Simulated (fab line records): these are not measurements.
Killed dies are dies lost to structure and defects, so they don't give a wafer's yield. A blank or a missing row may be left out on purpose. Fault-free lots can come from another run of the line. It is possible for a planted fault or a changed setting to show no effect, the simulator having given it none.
Split-lot trial / flow n5_finfet / 39 wafers read from 7 lots, route of 1938 steps

== THE SPLIT ITSELF ==
At N5_BEOL_M8_DESCUM_16 (chemistry O2, time 7.9 s), the setting time_s was moved away from the recipe's 7.9 s on 12 of the 39 wafers read, by -31.9% to +33.9%. This setting was run at the recipe's value on the other wafers.

The reading is taken at the split's own step.

== THE READING ==
CAR-ArF_of_BEOL_M8_COAT_05.thk_nm (the simulator's own value, which no gauge read), in nm, at N5_BEOL_M8_DESCUM_16 (chemistry O2, time 7.9 s). No usual value for it is given in the file. The 27 wafers here that ran the recipe average 83.5 nm, standard deviation 0.23 nm.

wafer=L080.1; tool, chamber at the split=rie_diel-06, 2,3,1; time_s as run, s=7.9; against the recipe=recipe; CAR-ArF_of_BEOL_M8_COAT_05.thk_nm, nm=83.6; against lot-mates on the recipe=-
wafer=L080.3; tool, chamber at the split=rie_diel-06, 2,3,1; time_s as run, s=7.9; against the recipe=recipe; CAR-ArF_of_BEOL_M8_COAT_05.thk_nm, nm=83.6; against lot-mates on the recipe=-
wafer=L080.4; tool, chamber at the split=rie_diel-06, 2,3,1; time_s as run, s=7.9; against the recipe=recipe; CAR-ArF_of_BEOL_M8_COAT_05.thk_nm, nm=83.6; against lot-mates on the recipe=-
wafer=L080.2; tool, chamber at the split=rie_diel-06, 0,2; time_s as run, s=7.9; against the recipe=recipe; CAR-ArF_of_BEOL_M8_COAT_05.thk_nm, nm=83.4; against lot-mates on the recipe=-
wafer=L080.5; tool, chamber at the split=rie_diel-06, 0,2; time_s as run, s=7.9; against the recipe=recipe; CAR-ArF_of_BEOL_M8_COAT_05.thk_nm, nm=83.4; against lot-mates on the recipe=-
wafer=L080.6; tool, chamber at the split=rie_diel-06, 3; time_s as run, s=7.9; against the recipe=recipe; CAR-ArF_of_BEOL_M8_COAT_05.thk_nm, nm=84; against lot-mates on the recipe=-
wafer=L081.1; tool, chamber at the split=rie_diel-06, 0; time_s as run, s=5.569; against the recipe=-29.5%; CAR-ArF_of_BEOL_M8_COAT_05.thk_nm, nm=84.6; against lot-mates on the recipe=+1.4
wafer=L081.2; tool, chamber at the split=rie_diel-06, 2; time_s as run, s=7.9; against the recipe=recipe; CAR-ArF_of_BEOL_M8_COAT_05.thk_nm, nm=83; against lot-mates on the recipe=-
wafer=L081.3; tool, chamber at the split=rie_diel-06, 1,3; time_s as run, s=5.569; against the recipe=-29.5%; CAR-ArF_of_BEOL_M8_COAT_05.thk_nm, nm=84.8; against lot-mates on the recipe=+1.6
wafer=L081.4; tool, chamber at the split=rie_diel-06, 1,3; time_s as run, s=5.569; against the recipe=-29.5%; CAR-ArF_of_BEOL_M8_COAT_05.thk_nm, nm=84.8; against lot-mates on the recipe=+1.6
wafer=L081.5; tool, chamber at the split=rie_diel-06, 3; time_s as run, s=7.9; against the recipe=recipe; CAR-ArF_of_BEOL_M8_COAT_05.thk_nm, nm=83.4; against lot-mates on the recipe=-
wafer=L081.6; tool, chamber at the split=rie_diel-06, 0; time_s as run, s=7.9; against the recipe=recipe; CAR-ArF_of_BEOL_M8_COAT_05.thk_nm, nm=83.2; against lot-mates on the recipe=-
wafer=L084.1; tool, chamber at the split=rie_diel-03, 0,1,0; time_s as run, s=10.58; against the recipe=+33.9%; CAR-ArF_of_BEOL_M8_COAT_05.thk_nm, nm=81.8; against lot-mates on the recipe=-1.7
wafer=L084.3; tool, chamber at the split=rie_diel-03, 0,1,0; time_s as run, s=10.58; against the recipe=+33.9%; CAR-ArF_of_BEOL_M8_COAT_05.thk_nm, nm=81.8; against lot-mates on the recipe=-1.7
wafer=L084.6; tool, chamber at the split=rie_diel-03, 0,1,0; time_s as run, s=10.58; against the recipe=+33.9%; CAR-ArF_of_BEOL_M8_COAT_05.thk_nm, nm=81.8; against lot-mates on the recipe=-1.7
wafer=L084.2; tool, chamber at the split=rie_diel-03, 3; time_s as run, s=7.9; against the recipe=recipe; CAR-ArF_of_BEOL_M8_COAT_05.thk_nm, nm=83.6; against lot-mates on the recipe=-
wafer=L084.4; tool, chamber at the split=rie_diel-03, 3; time_s as run, s=7.9; against the recipe=recipe; CAR-ArF_of_BEOL_M8_COAT_05.thk_nm, nm=83.6; against lot-mates on the recipe=-
wafer=L084.5; tool, chamber at the split=rie_diel-03, 1; time_s as run, s=7.9; against the recipe=recipe; CAR-ArF_of_BEOL_M8_COAT_05.thk_nm, nm=83.2; against lot-mates on the recipe=-
wafer=L086.1; tool, chamber at the split=rie_diel-06, 1,3; time_s as run, s=7.9; against the recipe=recipe; CAR-ArF_of_BEOL_M8_COAT_05.thk_nm, nm=84; against lot-mates on the recipe=-
wafer=L086.3; tool, chamber at the split=rie_diel-06, 1,3; time_s as run, s=7.9; against the recipe=recipe; CAR-ArF_of_BEOL_M8_COAT_05.thk_nm, nm=84; against lot-mates on the recipe=-
wafer=L086.2; tool, chamber at the split=rie_diel-06, 0; time_s as run, s=5.378; against the recipe=-31.9%; CAR-ArF_of_BEOL_M8_COAT_05.thk_nm, nm=85; against lot-mates on the recipe=+1.1
wafer=L086.4; tool, chamber at the split=rie_diel-06, 3; time_s as run, s=5.378; against the recipe=-31.9%; CAR-ArF_of_BEOL_M8_COAT_05.thk_nm, nm=85.2; against lot-mates on the recipe=+1.3
wafer=L086.5; tool, chamber at the split=rie_diel-06, 1; time_s as run, s=5.378; against the recipe=-31.9%; CAR-ArF_of_BEOL_M8_COAT_05.thk_nm, nm=85.4; against lot-mates on the recipe=+1.5
wafer=L086.6; tool, chamber at the split=rie_diel-06, 0; time_s as run, s=7.9; against the recipe=recipe; CAR-ArF_of_BEOL_M8_COAT_05.thk_nm, nm=83.6; against lot-mates on the recipe=-
wafer=L087.1; tool, chamber at the split=rie_diel-02, 2,3; time_s as run, s=7.9; against the recipe=recipe; CAR-ArF_of_BEOL_M8_COAT_05.thk_nm, nm=83.4; against lot-mates on the recipe=-
wafer=L087.5; tool, chamber at the split=rie_diel-02, 2,3; time_s as run, s=7.9; against the recipe=recipe; CAR-ArF_of_BEOL_M8_COAT_05.thk_nm, nm=83.4; against lot-mates on the recipe=-
wafer=L087.2; tool, chamber at the split=rie_diel-02, 1; time_s as run, s=5.972; against the recipe=-24.4%; CAR-ArF_of_BEOL_M8_COAT_05.thk_nm, nm=85; against lot-mates on the recipe=+1.5
wafer=L087.3; tool, chamber at the split=rie_diel-02, 3; time_s as run, s=7.9; against the recipe=recipe; CAR-ArF_of_BEOL_M8_COAT_05.thk_nm, nm=83.6; against lot-mates on the recipe=-
wafer=L087.4; tool, chamber at the split=rie_diel-02, 2; time_s as run, s=5.972; against the recipe=-24.4%; CAR-ArF_of_BEOL_M8_COAT_05.thk_nm, nm=84.6; against lot-mates on the recipe=+1.1
wafer=L087.6; tool, chamber at the split=rie_diel-02, 1; time_s as run, s=5.972; against the recipe=-24.4%; CAR-ArF_of_BEOL_M8_COAT_05.thk_nm, nm=84.8; against lot-mates on the recipe=+1.3
wafer=L094.2; tool, chamber at the split=rie_diel-02, 3,0; time_s as run, s=7.9; against the recipe=recipe; CAR-ArF_of_BEOL_M8_COAT_05.thk_nm, nm=83.6; against lot-mates on the recipe=-
wafer=L094.5; tool, chamber at the split=rie_diel-02, 3,0; time_s as run, s=7.9; against the recipe=recipe; CAR-ArF_of_BEOL_M8_COAT_05.thk_nm, nm=83.6; against lot-mates on the recipe=-
wafer=L094.4; tool, chamber at the split=rie_diel-02, 3; time_s as run, s=7.9; against the recipe=recipe; CAR-ArF_of_BEOL_M8_COAT_05.thk_nm, nm=83.4; against lot-mates on the recipe=-
wafer=L093.1; tool, chamber at the split=rie_diel-02, 0; time_s as run, s=7.9; against the recipe=recipe; CAR-ArF_of_BEOL_M8_COAT_05.thk_nm, nm=83.6; against lot-mates on the recipe=-
wafer=L093.4; tool, chamber at the split=rie_diel-02, 0; time_s as run, s=7.9; against the recipe=recipe; CAR-ArF_of_BEOL_M8_COAT_05.thk_nm, nm=83.6; against lot-mates on the recipe=-
wafer=L093.2; tool, chamber at the split=rie_diel-02, 2,3,3; time_s as run, s=7.9; against the recipe=recipe; CAR-ArF_of_BEOL_M8_COAT_05.thk_nm, nm=83.4; against lot-mates on the recipe=-
wafer=L093.3; tool, chamber at the split=rie_diel-02, 2,3,3; time_s as run, s=7.9; against the recipe=recipe; CAR-ArF_of_BEOL_M8_COAT_05.thk_nm, nm=83.4; against lot-mates on the recipe=-
wafer=L093.5; tool, chamber at the split=rie_diel-02, 2,3,3; time_s as run, s=7.9; against the recipe=recipe; CAR-ArF_of_BEOL_M8_COAT_05.thk_nm, nm=83.4; against lot-mates on the recipe=-
wafer=L093.6; tool, chamber at the split=rie_diel-02, 2; time_s as run, s=7.9; against the recipe=recipe; CAR-ArF_of_BEOL_M8_COAT_05.thk_nm, nm=83.8; against lot-mates on the recipe=-
Where a row lists several chambers, the file gives one row for several wafers and doesn't say which wafer went through which chamber.

FIT RESULTS
A straight line over all 39 wafers: CAR-ArF_of_BEOL_M8_COAT_05.thk_nm changes by -0.0492 nm for each +1% of time_s; r = -0.96; the points scatter about the line by 0.22 nm.
The same after taking each lot's own level away (the mean of its wafers on the recipe; 39 wafers): -0.0486 nm for each +1%; r = -0.98; scatter 0.18 nm.
Per that fit: largest time_s move, reading shift of 1.6 nm.
Across the lots, their own levels run from 83.20 to 83.87 nm, a range of 2.9 times the standard deviation given above.
Consequently the slope shifts little with the lot-to-lot level, the two slopes agreeing.
Check: -1.65 nm against its lot-mates is what the line predicts for one of the wafers moved furthest among these (+33.9%) when that wafer is left out of the fit. Against them it came out at -1.67 nm.

== FURTHER SPLITS ON THESE WAFERS ==
These wafers also went through other splits before the reading. Each is held against what the fit with the lots' levels taken away leaves over:
other split on the same wafers=N5_BEOL_M2_TRENCH_ETCH_37 target_depth_a; wafers away from the commonest value=9; r with CAR-ArF_of_BEOL_M8_COAT_05.thk_nm (lot level and that fit taken away)=+0.12
other split on the same wafers=N5_BEOL_M3_ETCH_41 target_depth_a; wafers away from the commonest value=9; r with CAR-ArF_of_BEOL_M8_COAT_05.thk_nm (lot level and that fit taken away)=-0.07
other split on the same wafers=N5_BEOL_M5_ILD_DEP_00 target_thk_a; wafers away from the commonest value=18; r with CAR-ArF_of_BEOL_M8_COAT_05.thk_nm (lot level and that fit taken away)=-0.06

== THE FILE'S OWN FIT ==
CAR-ArF_of_BEOL_M8_COAT_05.thk_nm changes by -0.0486 nm for each +1% of time_s, r = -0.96.
